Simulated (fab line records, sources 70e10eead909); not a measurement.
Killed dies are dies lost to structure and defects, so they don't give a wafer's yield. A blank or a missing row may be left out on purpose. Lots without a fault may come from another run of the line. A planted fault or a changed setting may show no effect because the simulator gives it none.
Chamber matching | flow nand_harc | NHARC_A_CONTACT_DEP_58 on pecvd-02: 3 sister chambers
The step deposits SiON, target thk 60 nm. 36 wafers are shown with their chamber, then 12 later ones without.

WAFERS WITH THEIR CHAMBER
wafer  | chamber | heater_power_w (W)
L075.2 | 0       | 621
L075.3 | 1       | 631
L075.4 | 1       | 624
L079.2 | 2       | 706
L079.3 | 1       | 663
L079.6 | 2       | 723
L077.2 | 0       | 612
L077.3 | 2       | 836
L077.5 | 2       | 840
L077.1 | 1       | 551
L077.4 | 1       | 573
L077.6 | 0       | 615
L080.1 | 0       | 661
L080.2 | 1       | 660
L080.6 | 0       | 656
L082.3 | 2       | 771
L082.4 | 1       | 583
L082.6 | 0       | 623
L081.1 | 1       | 581
L081.4 | 1       | 589
L081.6 | 2       | 704
L081.2 | 2       | 716
L081.3 | 0       | 660
L081.5 | 0       | 656
L085.2 | 1       | 620
L085.3 | 0       | 635
L085.6 | 1       | 618
L088.1 | 2       | 747
L088.4 | 2       | 752
L088.5 | 1       | 639
L087.2 | 2       | 855
L087.3 | 0       | 689
L087.4 | 0       | 692
L089.1 | 0       | 675
L089.4 | 0       | 676
L089.5 | 1       | 628

SIGNATURES (means of the wafers above)
reading        | chamber 0 | chamber 1 | chamber 2 | scatter within a chamber
heater_power_w | 651.62    | 612.31    | 765.00    | 40.5
Rule: a wafer's distance from a chamber is the root of the sum, over the readings, of the square of ((its reading less the chamber's mean) divided by the reading's scatter). The wafer belongs to the nearest chamber; if the next one is less than 2 further off, it can't be placed. The scatter: the root of (the sum of the squares of (reading less its chamber's mean) over the shown wafers, divided by (wafers less chambers)).

WAFERS WITHOUT THEIR CHAMBER
wafer  | heater_power_w (W)
L089.2 | 845
L089.3 | 639
L089.6 | 850
L091.2 | 603
L091.3 | 792
L091.4 | 669
L097.2 | 602
L097.3 | 786
L097.5 | 623
L096.3 | 838
L096.4 | 663
L096.6 | 828

WHICH CHAMBER EACH WENT THROUGH
wafer  | from the rows above          | in truth
L089.2 | 2                            | 2
L089.3 | can't be placed: 0 or 1      | 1
L089.6 | 2                            | 2
L091.2 | can't be placed: 1 or 0      | 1
L091.3 | 2                            | 2
L091.4 | can't be placed: 0 or 1 or 2 | 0
L097.2 | can't be placed: 1 or 0      | 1
L097.3 | 2                            | 2
L097.5 | can't be placed: 1 or 0      | 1
L096.3 | 2                            | 2
L096.4 | can't be placed: 0 or 1      | 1
L096.6 | 2                            | 2
Placed correctly: 6 of 12. Can't be placed from these rows: 6 (the true chamber is among the candidates in 6). Placed wrongly: 0.
